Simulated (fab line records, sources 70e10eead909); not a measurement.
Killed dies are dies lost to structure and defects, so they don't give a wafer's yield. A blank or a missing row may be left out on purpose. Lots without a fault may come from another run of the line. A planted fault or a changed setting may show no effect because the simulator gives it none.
fab line records | flow nand_harc
record lots=24 wafers=72 last_day=33
route steps=1302 shown A_STAIRCASE@789
lots that met no fault: from a run of the same line without faults
start_h: hours from the record's first day to the start of the lot's first wafer shown | wait_h: hours since the lot's step before | " the same as in the row above | L1.1+2: a row that stands for several wafers | - no value, or no start given | * or withheld: withheld | < > ~ a bound
route shown NAME@n: a module of which the file shows steps, and the number in the route of the first | usual: mean/standard deviation of fault-free wafers | same: alike in all rows | chamber/n: place in a boat | sites: the reading at each site | _std_site: their standard deviation | _edge_site: outer sites' mean less inner sites' | radius_mm: how far each site lies from the wafer's centre | mask NAME#n: copy n | behind: the tool/chamber that last shaped the wafer | hold: why the lot was held/for how many hours/how that ended | device: the transistor (n, p or np) that didn't switch | end of line: the same wafers' tests at the end of the route | a step without rows: its recipe alone | killed: dies lost to structure and defects at the first sort, not the wafer's yield | map: a wafer's dies, x killed, . not, _ none there
set.NAME: the setting as run; set.NAME@STEP: as run at that earlier step | model.NAME: the simulator's own value behind a step, which no gauge read
steps of the route over a sample of lots; a table a step, a row a wafer
services: from which hour (start_h, from the record's first day; less than 0 if before it) a tool's chamber was out of use, for how many hours, and why
## steps
# step NHARC_A_STAIRCASE_ETCH_273
# recipe target_depth_a=1.02e+05 time_s=2468.6 ion_energy_ev=800 c4f8_flow_sccm=80 o2_flow_sccm=60 ar_flow_sccm=withheld rf_w=600 bias_w=3000 chemistry=C4F8/O2/Ar
# usual oes_product_au=0.937/0.012 rf_vpp_V=1824/13
# columns lot.wafer tool chamber start_h wait_h oes_product_au rf_hours_counter_h rf_vpp_V
L074.1 rie_diel-06 3 - - 0.953 22 1812
L074.3 " 0 " " 0.937 20 1809
L074.5 " 2 " " 0.941 - 1809
L075.1 rie_diel-08 2 - - 0.952 2 1817
L075.4 " 0 " " 0.947 2 1818
L075.5 " 2 " " 0.949 - 1815
L076.2 rie_diel-08 0 - - 0.942 5 1818
L076.4 " 1 " " 0.924 - 1828
L076.6 " 2 " " 0.942 - 1816
L077.6 rie_diel-06 0 - - 0.922 - 1810
L077.4 " 1 " " 0.913 - 1843
L077.5 " 3 " " 0.941 - 1812
L078.3 rie_diel-08 1 - - 0.946 13 1827
L078.1 " 3 " " 0.940 6 1844
L078.6 " 2 " " 0.935 - 1816
L079.3 rie_diel-06 3 - - 0.960 36 1810
L079.5 " 2 " " 0.949 - 1808
L079.6 " 3 " " 0.951 - 1810
L080.3 rie_diel-06 0 - - 0.945 35 1810
L080.1 " 2 " " 0.946 34 1808
L080.2 " 3 " " 0.957 38 1809
L081.4 rie_diel-01 3 - - 0.922 14 1815
L081.2 " 0 " " 0.931 14 1823
L081.5 " 2 " " 0.912 - 1833
L082.2 rie_diel-01 3 - - 0.949 17 1816
L082.6 " 0 " " 0.939 - 1824
L082.5 " 1 " " 0.947 - 1815
L083.1 rie_diel-08 0 - - 0.928 32 1815
L083.2 " 2 " " 0.920 44 1813
L083.5 " 0 " " 0.933 - 1817
L085.1 rie_diel-01 0 - - 0.951 27 1824
L085.2 " 1 " " 0.942 30 1815
L085.3 " 2 " " 0.930 21 1832
L084.3 rie_diel-08 0 - - 0.934 36 1817
L084.5 " 1 " " 0.916 - 1827
L084.4 " 2 " " 0.920 - 1814
L086.1 rie_diel-01 3 - - 0.939 26 1815
L086.4 " 0 " " 0.950 29 1823
L086.3 " 2 " " 0.923 22 1831
L088.1 rie_diel-08 3 - - 0.939 38 1844
L088.4 " 3 " " 0.928 - 1843
L088.5 " 1 " " 0.945 - 1825
L087.2 rie_diel-06 0 - - 0.915 5 1846
L087.3 " 3 " " 0.943 5 1810
L087.5 " 0 " " 0.923 - 1845
L089.2 rie_diel-01 2 - - 0.925 33 1830
L089.4 " 3 " " 0.932 38 1816
L089.5 " 1 " " 0.935 - 1815
L091.4 rie_diel-01 0 - - 0.951 49 1822
L091.2 " 3 " " 0.940 42 1816
L091.5 " 1 " " 0.934 - 1814
L090.4 rie_diel-08 3 - - 0.947 48 1844
L090.5 " 0 " " 0.948 - 1814
L090.6 " 1 " " 0.937 - 1826
L092.3 rie_diel-06 0 - - 0.944 23 1845
L092.1 " 1 " " 0.926 23 1840
L092.2 " 2 " " 0.948 17 1846
L093.4 rie_diel-06 1 - - 0.926 26 1841
L093.3 " 3 " " 0.953 25 1808
L093.6 " 1 " " 0.924 - 1842
L094.2 rie_diel-08 3 - - 0.922 5 1841
L094.5 " 3 " " 0.923 - 1841
L094.6 " 0 " " 0.927 - 1815
L096.4 rie_diel-06 2 - - 0.946 23 1846
L096.1 " 3 " " 0.945 29 1810
L096.3 " 0 " " 0.945 31 1846
L095.4 rie_diel-01 1 - - 0.942 5 1814
L095.2 " 2 " " 0.918 7 1831
L095.5 " 1 " " 0.933 - 1812
L097.2 rie_diel-01 1 - - 0.926 14 1813
L097.4 " 3 " " 0.945 14 1814
L097.6 " 0 " " 0.937 - 1822
# step NHARC_A_STAIRCASE_HM_DEP_459
# recipe target_thk_a=15000 temp_c=400 material=aC
# usual throttle_valve_pct=35.000/0.0096
# columns lot.wafer tool chamber start_h wait_h throttle_valve_pct
L074.1 acl_dep-03 0 387.48 5.2 34.997
L074.3 " 0 " " 35.005
L074.5 " 0 " " 34.994
L075.1 acl_dep-02 0 390.83 0.9 35.007
L075.4 " 0 " " 34.999
L075.5 " 0 " " 34.981
L076.2 acl_dep-03 0 396.09 0.9 35.008
L076.4 " 0 " " 35.018
L076.6 " 0 " " 34.993
L077.4 acl_dep-02 0 404.35 1.0 35.007
L077.5 " 0 " " 35.010
L077.6 " 0 " " 35.008
L078.1 acl_dep-02 0 413.53 1.1 35.019
L078.3 " 0 " " 34.999
L078.6 " 0 " " 35.000
L079.3 acl_dep-01 0 414.80 1.6 35.003
L079.5 " 0 " " 34.991
L079.6 " 0 " " 35.009
L080.1 acl_dep-02 0 422.63 1.5 34.993
L080.2 " 0 " " 35.022
L080.3 " 0 " " 35.000
L081.2 acl_dep-03 0 441.80 0.4 34.992
L081.4 " 0 " " 34.993
L081.5 " 0 " " 35.002
L082.2 acl_dep-03 0 461.16 3.3 34.998
L082.5 " 0 " " 35.002
L082.6 " 0 " " 34.980
L083.1 acl_dep-01 0 478.71 1.6 34.998
L083.2 " 0 " " 35.002
L083.5 " 0 " " 34.998
L085.1 acl_dep-02 0 485.88 3.3 35.013
L085.2 " 0 " " 34.990
L085.3 " 0 " " 34.990
L084.3 acl_dep-01 0 491.01 0.7 35.002
L084.4 " 0 " " 35.010
L084.5 " 0 " " 35.022
L086.1 acl_dep-01 0 492.27 1.4 35.006
L086.3 " 0 " " 34.999
L086.4 " 0 " " 35.007
L088.1 acl_dep-01 0 518.07 0.1 34.967
L088.4 " 0 " " 34.999
L088.5 " 0 " " 35.014
L087.2 acl_dep-01 0 524.40 3.7 34.998
L087.3 " 0 " " 35.004
L087.5 " 0 " " 35.008
L089.2 acl_dep-03 0 533.73 0.4 34.996
L089.4 " 0 " " 34.998
L089.5 " 0 " " 34.998
L091.2 acl_dep-01 0 545.99 0.4 34.999
L091.4 " 0 " " 34.995
L091.5 " 0 " " 35.002
L090.4 acl_dep-03 0 549.54 1.0 35.002
L090.5 " 0 " " 34.998
L090.6 " 0 " " 34.986
L092.1 acl_dep-03 0 557.13 3.2 34.999
L092.2 " 0 " " 34.998
L092.3 " 0 " " 34.997
L093.3 acl_dep-03 0 563.46 1.4 35.015
L093.4 " 0 " " 34.990
L093.6 " 0 " " 34.987
L094.2 acl_dep-02 0 575.22 0.4 34.996
L094.5 " 0 " " 35.014
L094.6 " 0 " " 34.993
L096.1 acl_dep-01 0 585.93 0.1 34.993
L096.3 " 0 " " 35.002
L096.4 " 0 " " 35.011
L095.2 acl_dep-02 0 586.99 0.4 35.003
L095.4 " 0 " " 34.993
L095.5 " 0 " " 35.007
L097.2 acl_dep-03 0 610.29 3.6 35.000
L097.4 " 0 " " 34.972
L097.6 " 0 " " 34.996
# step NHARC_A_STAIRCASE_ETCH_313
# recipe cf4_flow_sccm=100 chf3_flow_sccm=30 ar_flow_sccm=0 rf_w=500 bias_w=200 chemistry=CF4/CHF3
# usual drypump_motor_current_A=5.5/0.52 oes_product_au=0.935/0.022 rf_vpp_V=370.6/2.8 showerhead_plenum_p_Torr=1.57/0.081 throttle_valve_pct=16.803/0.008
# columns lot.wafer tool chamber start_h wait_h drypump_motor_current_A oes_product_au rf_hours_counter_h rf_vpp_V showerhead_plenum_p_Torr throttle_valve_pct
L074.1 rie_diel-06 1 398.12 0.3 5.1 0.912 29 373.7 1.68 16.807
L074.3 " 3 " " 5.0 0.941 31 368.0 1.48 16.798
L074.5 " 0 " " 5.6 0.916 - 368.0 1.47 16.797
L075.1 rie_diel-01 3 402.94 0.2 5.3 0.930 7 369.0 1.51 16.810
L075.4 " 0 " " 6.0 0.911 - 369.4 1.56 16.796
L075.5 " 3 " " 5.3 0.920 - 368.5 1.51 16.810
L076.4 rie_diel-01 1 404.05 0.4 6.2 0.926 7 368.4 1.51 16.794
L076.2 " 2 " " 6.0 0.987 1 372.6 1.61 16.807
L076.6 " 2 " " 6.1 0.983 - 371.8 1.61 16.806
L077.4 rie_diel-01 1 411.60 0.1 6.3 0.967 12 368.7 1.51 16.811
L077.6 " 2 " " 6.0 0.911 - 374.4 1.61 16.801
L077.5 " 3 " " 5.3 0.975 - 369.3 1.51 16.814
L078.3 rie_diel-08 3 421.37 0.1 5.2 0.928 8 374.1 1.68 16.813
L078.1 " 2 " " 4.8 0.921 17 369.3 1.50 16.811
L078.6 " 3 " " 5.1 0.928 - 372.4 1.68 16.806
L079.3 rie_diel-01 2 424.11 0.1 6.0 0.920 8 370.7 1.61 16.803
L079.6 " 0 " " 6.0 0.919 - 370.4 1.56 16.813
L079.5 " 1 " " 6.3 0.919 - 367.4 1.50 16.813
L080.1 rie_diel-06 2 434.29 0.1 4.7 0.929 37 368.5 1.46 16.800
L080.3 " 3 " " 5.0 0.947 40 367.6 1.48 16.804
L080.2 " 0 " " 5.6 0.914 38 367.5 1.47 16.802
L081.2 rie_diel-01 0 449.45 0.1 6.0 0.938 16 370.7 1.56 16.797
L081.4 " 2 " " 6.0 0.917 12 376.0 1.61 16.799
L081.5 " 0 " " 6.0 0.935 - 368.8 1.56 16.801
L082.2 rie_diel-08 2 470.75 0.1 4.8 0.920 42 367.4 1.50 16.792
L082.6 " 3 " " 5.2 0.927 - 374.8 1.68 16.805
L082.5 " 0 " " 5.0 0.928 - 369.3 1.51 16.796
L083.2 rie_diel-01 1 490.02 0.5 6.2 0.928 32 367.7 1.50 16.799
L083.1 " 3 " " 5.3 0.927 27 370.0 1.51 16.810
L083.5 " 2 " " 6.1 0.907 - 372.0 1.60 16.799
L085.3 rie_diel-06 2 496.51 0.1 4.8 0.965 1 374.4 1.70 16.788
L085.2 " 3 " " 5.0 0.999 1 368.1 1.47 16.814
L085.1 " 1 " " 5.1 0.954 1 374.6 1.67 16.812
L084.3 rie_diel-06 1 498.35 0.1 5.1 0.965 1 374.5 1.67 16.803
L084.4 " 3 " " 5.0 0.950 1 367.7 1.47 16.811
L084.5 " 2 " " 4.8 0.946 - 374.1 1.70 16.822
L086.4 rie_diel-06 0 503.86 0.1 5.7 0.926 2 373.3 1.70 16.806
L086.1 " 1 " " 5.2 0.914 2 374.5 1.67 16.795
L086.3 " 2 " " 4.8 0.933 2 374.5 1.70 16.799
L088.1 rie_diel-06 3 528.81 0.1 5.0 0.942 9 366.4 1.47 16.816
L088.4 " 0 " " 5.6 0.915 10 374.7 1.70 16.811
L088.5 " 2 " " 4.8 0.929 - 375.1 1.70 16.809
L087.3 rie_diel-01 1 532.27 0.1 6.2 0.932 45 367.4 1.50 16.801
L087.2 " 0 " " 6.0 0.927 43 368.8 1.55 16.800
L087.5 " 1 " " 6.2 0.930 - 367.6 1.50 16.806
L089.2 rie_diel-06 3 542.88 0.2 5.0 0.949 18 367.0 1.47 16.795
L089.4 " 1 " " 5.1 0.932 - 375.1 1.67 16.806
L089.5 " 3 " " 5.0 0.948 - 365.6 1.47 16.811
L091.4 rie_diel-01 2 553.88 0.1 6.0 0.916 42 370.8 1.60 16.801
L091.2 " 0 " " 6.0 0.929 56 370.3 1.55 16.808
L091.5 " 2 " " 6.1 0.906 - 373.4 1.60 16.807
L090.4 rie_diel-06 0 557.19 0.1 5.7 0.930 25 375.0 1.69 16.804
L090.5 " 0 " " 5.7 0.938 - 376.4 1.69 16.798
L090.6 " 1 " " 5.2 0.915 - 374.3 1.66 16.800
L092.2 rie_diel-01 0 567.65 0.1 6.0 0.964 0 370.8 1.55 16.802
L092.1 " 1 " " 6.3 0.962 0 368.3 1.49 16.808
L092.3 " 3 " " 5.3 0.994 0 367.7 1.50 16.790
L093.3 rie_diel-01 0 572.57 0.1 6.0 0.977 2 370.3 1.55 16.795
L093.4 " 2 " " 6.1 0.960 4 370.7 1.60 16.809
L093.6 " 1 " " 6.2 0.966 - 368.9 1.49 16.805
L094.2 rie_diel-08 1 582.95 0.1 4.9 0.917 6 370.7 1.56 16.803
L094.6 " 2 " " 4.8 0.932 - 367.8 1.49 16.808
L094.5 " 3 " " 5.1 0.917 - 373.4 1.67 16.809
L096.4 rie_diel-01 3 594.77 0.1 5.3 0.931 10 368.0 1.50 16.803
L096.3 " 0 " " 6.0 0.930 10 368.2 1.54 16.804
L096.1 " 1 " " 6.3 0.928 11 367.1 1.49 16.786
L095.4 rie_diel-01 2 598.33 0.1 6.0 0.921 11 371.4 1.60 16.798
L095.2 " 3 " " 5.4 0.928 11 367.7 1.50 16.806
L095.5 " 1 " " 6.3 0.936 - 366.7 1.49 16.792
L097.2 rie_diel-08 3 620.20 0.1 5.2 0.920 21 373.9 1.67 16.793
L097.4 " 0 " " 5.1 0.924 24 367.2 1.50 16.801
L097.6 " 0 " " 5.1 0.929 - 367.3 1.50 16.802
# step NHARC_A_STAIRCASE_ETCHBACK_416
# recipe target_depth_a=360 time_s=7.2 c4f8_flow_sccm=withheld o2_flow_sccm=8 ar_flow_sccm=withheld rf_w=600 bias_w=800 chemistry=C4F8/O2/Ar
# usual oes_product_au=0.939/0.03 rf_vpp_V=723/5.6
# columns lot.wafer tool chamber start_h wait_h oes_product_au rf_hours_counter_h rf_vpp_V
L074.1 rie_diel-08 0 - - 0.967 11 721
L074.3 " 2 " " 0.971 12 717
L074.5 " 0 " " 0.970 - 720
L075.4 rie_diel-08 1 - - 0.912 12 724
L075.1 " 2 " " 0.911 12 720
L075.5 " 1 " " 0.920 - 723
L076.4 rie_diel-06 1 - - 0.920 34 730
L076.2 " 3 " " 0.944 35 718
L076.6 " 1 " " 0.915 - 730
L077.4 rie_diel-06 1 - - 0.919 34 730
L077.5 " 1 " " 0.921 - 730
L077.6 " 2 " " 0.920 - 717
L078.3 rie_diel-01 1 - - 0.999 14 719
L078.1 " 3 " " 1.008 13 720
L078.6 " 1 " " 1.006 - 721
L079.3 rie_diel-01 2 - - 0.910 9 726
L079.5 " 0 " " 0.931 - 722
L079.6 " 1 " " 0.919 - 719
L080.1 rie_diel-08 3 - - 0.914 12 730
L080.2 " 0 " " 0.924 18 719
L080.3 " 2 " " 0.916 21 718
L081.4 rie_diel-01 3 - - 0.937 17 720
L081.2 " 0 " " 0.934 17 721
L081.5 " 1 " " 0.933 - 717
L082.2 rie_diel-06 0 - - 0.924 54 717
L082.6 " 1 " " 0.915 - 729
L082.5 " 2 " " 0.942 - 715
L083.2 rie_diel-06 2 - - 1.000 0 732
L083.1 " 0 " " 1.009 0 731
L083.5 " 2 " " 1.001 - 733
L085.3 rie_diel-06 2 - - 0.940 2 731
L085.1 " 3 " " 0.946 2 717
L085.2 " 0 " " 0.926 1 731
L084.3 rie_diel-06 0 - - 0.923 2 730
L084.4 " 1 " " 0.925 2 729
L084.5 " 0 " " 0.932 - 731
L086.1 rie_diel-08 1 509.19 1.6 1.001 45 724
L086.3 " 2 " " 0.919 56 720
L086.4 " 2 " " 0.919 - 717
L088.1 rie_diel-01 1 - - 0.921 45 717
L088.4 " 3 " " 0.926 38 718
L088.5 " 1 " " 0.924 - 719
L087.3 rie_diel-08 3 - - 0.911 44 729
L087.2 " 1 " " 0.919 55 721
L087.5 " 3 " " 0.908 - 730
L089.2 rie_diel-06 0 - - 0.926 20 731
L089.4 " 0 " " 0.924 - 731
L089.5 " 1 " " 0.908 - 728
L091.2 rie_diel-08 1 - - 1.010 0 723
L091.4 " 0 " " 1.015 0 718
L091.5 " 2 " " 1.011 - 717
L090.4 rie_diel-06 2 - - 0.934 19 731
L090.5 " 2 " " 0.939 - 729
L090.6 " 3 " " 0.939 - 716
L092.1 rie_diel-06 1 - - 0.917 29 729
L092.3 " 2 " " 0.929 21 734
L092.2 " 3 " " 0.936 27 716
L093.4 rie_diel-01 2 - - 0.926 6 725
L093.3 " 3 " " 0.936 6 718
L093.6 " 2 " " 0.926 - 725
L094.2 rie_diel-08 3 - - 0.924 10 730
L094.6 " 1 " " 0.917 - 723
L094.5 " 2 " " 0.940 - 717
L096.3 rie_diel-01 1 - - 0.929 12 718
L096.1 " 2 " " 0.920 12 724
L096.4 " 3 " " 0.928 11 718
L095.4 rie_diel-01 0 603.65 2.6 0.935 13 721
L095.2 " 1 " " 0.924 14 717
L095.5 " 3 " " 0.935 - 717
L097.2 rie_diel-06 0 - - 0.922 45 729
L097.4 " 2 " " 0.933 34 730
L097.6 " 3 " " 0.931 - 716
# step NHARC_A_STAIRCASE_ALD_420
# recipe target_thk_a=200 pulse_time_s=6 ald_cycles=200 temp_c=300 material=SiO2
# usual heater_power_w=473/29 precursor_pulse_height_rel=1.000/0.02
# columns lot.wafer tool chamber start_h wait_h heater_power_w precursor_pulse_height_rel
L074.3 ald_hk-03 1 407.70 - 448 0.991
L074.1 " 2 " " 495 1.014
L074.5 " 1 " " 445 1.013
L075.4 ald_hk-03 0 410.23 - 453 1.038
L075.1 " 1 " " 449 0.984
L075.5 " 1 " " 440 1.004
L076.2 ald_hk-04 2 410.24 - 533 1.000
L076.4 " 3 " " 439 0.998
L076.6 " 2 " " 523 0.939
L077.4 ald_hk-04 0 418.80 - 469 1.029
L077.5 " 1 " " 478 0.982
L077.6 " 2 " " 521 1.034
L079.3 ald_hk-04 3 430.27 - 430 0.972
L079.6 " 3 " " 435 1.032
L079.5 " 0 " " 457 1.027
L078.3 ald_hk-03 3 430.42 - 492 1.028
L078.1 " 0 " " 460 1.016
L078.6 " 2 " " 492 0.967
L080.3 ald_hk-03 2 441.06 - 489 1.001
L080.2 " 3 " " 495 0.978
L080.1 " 1 " " 437 1.010
L081.4 ald_hk-01 1 456.54 - 478 0.993
L081.2 " 3 " " 517 1.018
L081.5 " 1 " " 467 1.011
L082.2 ald_hk-03 1 478.19 - 452 0.986
L082.5 " 2 " " 497 1.006
L082.6 " 3 " " 478 0.974
L083.1 ald_hk-04 3 497.21 - 459 0.980
L083.2 " 1 " " 507 0.989
L083.5 " 2 " " 522 0.984
L085.1 ald_hk-01 1 503.36 - 464 1.000
L085.3 " 3 " " 497 0.973
L085.2 " 0 " " 452 1.026
L084.3 ald_hk-01 3 505.46 - 499 0.992
L084.4 " 0 " " 455 0.979
L084.5 " 1 " " 453 0.999
L086.1 ald_hk-03 0 512.11 - 457 0.973
L086.3 " 2 " " 504 1.024
L086.4 " 3 " " 494 1.002
L088.1 ald_hk-03 2 535.66 - 499 1.041
L088.4 " 3 " " 483 1.010
L088.5 " 2 " " 480 1.007
L087.3 ald_hk-03 2 539.30 - 498 1.014
L087.2 " 1 " " 431 0.991
L087.5 " 3 " " 479 1.020
L089.4 ald_hk-04 0 549.86 - 461 1.025
L089.2 " 3 " " 444 1.042
L089.5 " 0 " " 461 1.035
L091.4 ald_hk-04 3 560.63 - 456 0.992
L091.2 " 0 " " 457 1.001
L091.5 " 3 " " 445 0.974
L090.4 ald_hk-04 0 563.93 - 459 1.009
L090.5 " 0 " " 458 0.992
L090.6 " 1 " " 520 1.022
L092.1 ald_hk-01 0 576.43 1.9 458 1.000
L092.3 " 1 " " 468 1.008
L092.2 " 3 " " 528 1.021
L093.4 ald_hk-03 3 580.20 - 483 1.025
L093.3 " 0 " " 450 1.028
L093.6 " 2 " " 487 0.985
L094.2 ald_hk-03 2 590.00 - 477 0.986
L094.5 " 0 " " 455 0.993
L094.6 " 1 " " 424 0.976
L096.4 ald_hk-01 3 604.23 - 520 0.991
L096.1 " 0 " " 464 0.974
L096.3 " 2 " " 429 0.989
L095.4 ald_hk-04 2 606.55 - 527 0.995
L095.2 " 3 " " 469 0.988
L095.5 " 2 " " 522 0.993
L097.2 ald_hk-04 0 627.43 - 435 1.003
L097.4 " 3 " " 412 0.996
L097.6 " 1 " " 462 0.994
# step NHARC_A_STAIRCASE_CMP_472
# recipe material=SiO2
# usual motor_current_A=12.7/1.7
# columns lot.wafer tool chamber start_h wait_h motor_current_A
L075.4 cmp-04 1 446.67 0.1 13.7
L075.1 " 2 " " 11.6
L075.5 " 1 " " 13.8
L074.1 cmp-04 0 449.26 0.3 11.7
L074.3 " 2 " " 11.3
L074.5 " 0 " " 12.3
L076.4 cmp-04 2 452.03 0.1 11.6
L076.2 " 1 " " 13.7
L076.6 " 2 " " 11.3
L077.4 cmp-04 1 459.58 0.2 14.1
L077.5 " 2 " " 11.2
L077.6 " 3 " " 12.1
L078.1 cmp-02 3 468.77 0.2 10.1
L078.3 " 0 " " 15.5
L078.6 " 2 " " 15.3
L079.3 cmp-03 3 468.94 0.2 11.5
L079.6 " 3 " " 12.4
L079.5 " 0 " " 11.3
L080.3 cmp-02 3 482.85 0.3 9.9
L080.2 " 0 " " 15.7
L080.1 " 1 " " 14.8
L081.4 cmp-04 3 500.47 0.1 11.5
L081.2 " 2 " " 11.4
L081.5 " 3 " " 11.7
L082.2 cmp-02 1 525.53 0.2 14.1
L082.5 " 1 " " 14.8
L082.6 " 2 " " 15.8
L083.2 cmp-04 2 537.20 0.3 11.7
L083.1 " 3 " " 11.5
L083.5 " 1 " " 14.0
L084.4 cmp-02 0 541.67 0.1 15.6
L084.3 " 2 " " 16.6
L084.5 " 0 " " 15.0
L085.1 cmp-04 1 542.90 0.2 13.0
L085.2 " 2 " " 11.6
L085.3 " 3 " " 12.2
L086.1 cmp-04 2 553.20 0.3 11.3
L086.3 " 3 " " 11.8
L086.4 " 0 " " 12.2
L088.4 cmp-03 2 575.63 0.2 11.6
L088.1 " 3 " " 12.3
L088.5 " 2 " " 11.1
L087.3 cmp-02 2 581.82 0.2 15.7
L087.2 " 0 " " 14.8
L087.5 " 2 " " 15.7
L089.2 cmp-03 1 593.67 0.2 12.9
L089.4 " 0 " " 11.1
L089.5 " 1 " " 12.5
L091.2 cmp-03 0 607.70 0.2 11.4
L091.4 " 3 " " 12.7
L091.5 " 0 " " 10.9
L090.4 cmp-04 1 608.04 0.2 13.2
L090.6 " 3 " " 11.5
L090.5 " 0 " " 12.3
L093.4 cmp-02 0 619.12 0.2 15.4
L093.3 " 1 " " 14.5
L093.6 " 2 " " 15.2
L092.3 cmp-04 3 619.14 0.2 12.0
L092.1 " 0 " " 12.2
L092.2 " 1 " " 13.4
L094.2 cmp-02 0 635.99 0.2 15.8
L094.6 " 3 " " 10.0
L094.5 " 0 " " 15.7
L095.2 cmp-02 1 645.48 0.2 13.6
L095.4 " 3 " " 10.2
L095.5 " 2 " " 15.4
L096.3 cmp-04 0 646.33 0.2 12.5
L096.4 " 1 " " 14.1
L096.1 " 3 " " 11.3
L097.4 cmp-04 3 669.53 0.2 11.2
L097.2 " 0 " " 12.0
L097.6 " 3 " " 12.2
## services
# columns tool chamber start_h hours kind
rie_diel-08 3 362.54 5.3 repair
cmp-04 - 368.08 0.9 repair
rie_diel-08 - 370.30 9.0 pm
rie_diel-01 - 380.84 9.0 pm
ald_hk-03 - 390.69 10.0 pm
rie_diel-06 2 396.28 6.9 repair
cmp-04 - 405.45 4.0 pm
ald_hk-03 - 421.69 0.7 repair
ald_hk-04 - 439.43 10.0 pm
rie_diel-06 - 484.27 9.0 pm
rie_diel-08 3 484.52 13.7 repair
rie_diel-08 0 500.86 19.0 repair
cmp-04 - 503.45 4.0 pm
rie_diel-06 1 513.87 7.6 repair
rie_diel-08 3 522.70 4.1 repair
rie_diel-08 - 547.30 9.0 pm
rie_diel-01 - 557.91 9.0 pm
cmp-04 - 560.05 4.6 repair
ald_hk-03 - 568.69 10.0 pm
cmp-04 - 601.45 4.0 pm
rie_diel-01 3 633.26 22.2 repair
rie_diel-01 - 647.75 2.2 repair
rie_diel-06 - 661.27 9.0 pm
rie_diel-01 2 661.46 68.9 repair
## key
fault none
